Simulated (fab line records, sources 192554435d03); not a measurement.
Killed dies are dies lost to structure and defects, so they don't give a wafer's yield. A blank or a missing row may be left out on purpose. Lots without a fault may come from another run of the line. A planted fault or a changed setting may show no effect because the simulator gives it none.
Split-lot experiment | flow n5_finfet | 7 lots, 39 wafers read, on a route of 1938 steps

THE SPLIT
At N5_BEOL_M2_TRENCH_ETCH_37 (etches SiOC in C4F6/O2, target depth 55.555 nm, time 29.2 s), the setting target_depth_a was moved away from the recipe's 555.55 angstrom on 12 of the 39 wafers read, by +16.2% to +39.8%. The other wafers ran this setting at the recipe's value.

FROM THE SPLIT TO THE READING: what the file shows between them, 13 steps
- N5_BEOL_M2_ETCH_41: etches SiCN in CH3F/O2, target depth 29.9 nm, time 52.5 s
- N5_BEOL_M2_STRIP_97: strips in N2/H2, time 10 s
- N5_BEOL_M2_OCD_MEAS_38
- N5_BEOL_M2_HM_STRIP_39: strips TiN in peroxide tin strip, target depth 25 nm, time 158 s
- N5_BEOL_M2_SRD_40: time 30 s
- N5_BEOL_M2_ECD_50: material Cu, target thk 300 nm
- N5_BEOL_M2_ANNEAL_51: time 90 s
- N5_BEOL_M2_CMP_52: polishes, stops on SiOC, t overpolish 6.8 s, target thk 40 nm
- N5_BEOL_M2_THK_MEAS_53: measures by xrf
- N5_BEOL_M2_PRE_CLEAN_60: time 15 s
- N5_BEOL_M2_CO_CAP_55: material Co, precursor CCTBA/H2, target thk 2 nm, time 102.1 s
- N5_BEOL_M2_PRE_CLEAN_56: time 15 s
- N5_BEOL_M2_DEP_57: deposits SiCN from 3MS/NH3, target thk 8 nm, time 14 s

THE READING
M2_RS, in ohm/sq, at N5_BEOL_M2_RS_MEAS_58 (measures by four-point-probe). Fault-free wafers of this fab line usually give 0.67 ohm/sq, standard deviation 0.031 ohm/sq.

wafer  | tool, chamber at the split | target_depth_a as run, angstrom | against the recipe | M2_RS, ohm/sq | against lot-mates on the recipe
L074.1 | rie_diel-01, 1             | 757.5                           | +36.4%             | 0.38          | -0.29
L074.2 | rie_diel-01, 3             | 757.5                           | +36.4%             | 0.39          | -0.28
L074.3 | rie_diel-01, 2             | 555.55                          | recipe             | 0.70          | -
L074.4 | rie_diel-01, 0             | 757.5                           | +36.4%             | 0.41          | -0.26
L074.5 | rie_diel-01, 2             | 555.55                          | recipe             | 0.64          | -
L074.6 | rie_diel-01, 1             | 555.55                          | recipe             | 0.68          | -
L077.1 | rie_diel-02, 1,2           | 555.55                          | recipe             | 0.68          | -
L077.2 | rie_diel-02, 3             | 555.55                          | recipe             | 0.66          | -
L077.3 | rie_diel-02, 1,2           | 555.55                          | recipe             | 0.67          | -
L077.4 | rie_diel-02, 0             | 555.55                          | recipe             | 0.64          | -
L077.5 | rie_diel-02, 1             | 555.55                          | recipe             | 0.64          | -
L077.6 | rie_diel-02, 0             | 555.55                          | recipe             | 0.68          | -
L076.1 | rie_diel-01, 0             | 645.8                           | +16.2%             | 0.50          | -0.11
L076.2 | rie_diel-01, 1             | 555.55                          | recipe             | 0.61          | -
L076.3 | rie_diel-01, 2             | 555.55                          | recipe             | 0.62          | -
L076.4 | rie_diel-01, 3             | 555.55                          | recipe             | 0.61          | -
L076.5 | rie_diel-01, 2             | 645.8                           | +16.2%             | 0.49          | -0.12
L076.6 | rie_diel-01, 3             | 645.8                           | +16.2%             | 0.48          | -0.13
L090.1 | rie_diel-02, 3             | 555.55                          | recipe             | 0.72          | -
L090.2 | rie_diel-02, 0             | 555.55                          | recipe             | 0.67          | -
L090.3 | rie_diel-02, 1             | 555.55                          | recipe             | 0.69          | -
L090.4 | rie_diel-02, 2             | 555.55                          | recipe             | 0.69          | -
L090.5 | rie_diel-02, 2             | 555.55                          | recipe             | 0.73          | -
L090.6 | rie_diel-02, 1             | 555.55                          | recipe             | 0.68          | -
L091.1 | rie_diel-02, 2             | 555.55                          | recipe             | 0.67          | -
L091.2 | rie_diel-02, 1             | 555.55                          | recipe             | 0.70          | -
L091.4 | rie_diel-02, 3             | 555.55                          | recipe             | 0.69          | -
L092.1 | rie_diel-02, 2             | 668                             | +20.2%             | 0.49          | -0.20
L092.2 | rie_diel-02, 0             | 555.55                          | recipe             | 0.70          | -
L092.3 | rie_diel-02, 3             | 555.55                          | recipe             | 0.67          | -
L092.4 | rie_diel-02, 1             | 555.55                          | recipe             | 0.71          | -
L092.5 | rie_diel-02, 1             | 668                             | +20.2%             | 0.52          | -0.17
L092.6 | rie_diel-02, 2             | 668                             | +20.2%             | 0.48          | -0.21
L096.1 | rie_diel-02, 1             | 776.6                           | +39.8%             | 0.39          | -0.30
L096.2 | rie_diel-02, 3             | 776.6                           | +39.8%             | 0.40          | -0.29
L096.3 | rie_diel-02, 2             | 555.55                          | recipe             | 0.69          | -
L096.4 | rie_diel-02, 0             | 776.6                           | +39.8%             | 0.38          | -0.31
L096.5 | rie_diel-02, 1             | 555.55                          | recipe             | 0.66          | -
L096.6 | rie_diel-02, 2             | 555.55                          | recipe             | 0.71          | -
Where a row lists several chambers, the file gives one row for several wafers and doesn't say which wafer went through which chamber.

THE FIT
A straight line over all 39 wafers: M2_RS changes by -0.00772 ohm/sq for each +1% of target_depth_a; r = -0.96; the points scatter about the line by 0.033 ohm/sq.
The same after taking each lot's own level away (the mean of its wafers on the recipe; 39 wafers): -0.00776 ohm/sq for each +1%; r = -0.98; scatter 0.021 ohm/sq.
On that fit, the largest move of target_depth_a shifts the reading by 0.31 ohm/sq.
The lots' own levels span 0.613 to 0.697 ohm/sq, that is 2.7 times the standard deviation above.
So the lot-to-lot level changes the slope little: the two slopes agree.
Check: with one of the wafers moved furthest among these (+39.8%) left out of the fit, the line predicts -0.313 ohm/sq for it against its lot-mates. It came out at -0.297 ohm/sq against them.

THE WHOLE CHAIN: every reading that the file lists as answering this split, in the file's order
step                      | what it does                                                  | reading                                                                      | change (the file's fit)               | r (the file's)
N5_BEOL_M2_TRENCH_ETCH_37 | etches SiOC in C4F6/O2, target depth 55.555 nm, time 29.2 s   | etch.depth_nm (the simulator's own value, which no gauge read)               | +0.556 nm for each +1% of the setting | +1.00
N5_BEOL_M2_TRENCH_ETCH_37 | etches SiOC in C4F6/O2, target depth 55.555 nm, time 29.2 s   | BEOL_M2.feature_depth_nm (the simulator's own value, which no gauge read)    | +0.555 nm for each +1% of the setting | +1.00
N5_BEOL_M2_OCD_MEAS_38    |                                                               | trench_depth_nm                                                              | +0.563 nm for each +1% of the setting | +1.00
N5_BEOL_M2_CMP_52         | polishes, stops on SiOC, t overpolish 6.8 s, target thk 40 nm | Cu_of_BEOL_M2_ECD_50.thk_nm (the simulator's own value, which no gauge read) | +0.573 nm for each +1% of the setting | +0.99
N5_BEOL_M2_THK_MEAS_53    | measures by xrf                                               | M2_THK                                                                       | +0.574 for each +1% of the setting    | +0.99
N5_BEOL_M2_RS_MEAS_58     | measures by four-point-probe                                  | M2_RS                                                                        | -0.00789 for each +1% of the setting  | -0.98

THE FILE'S OWN FIT
M2_RS changes by -0.00789 ohm/sq for each +1% of target_depth_a, r = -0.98.
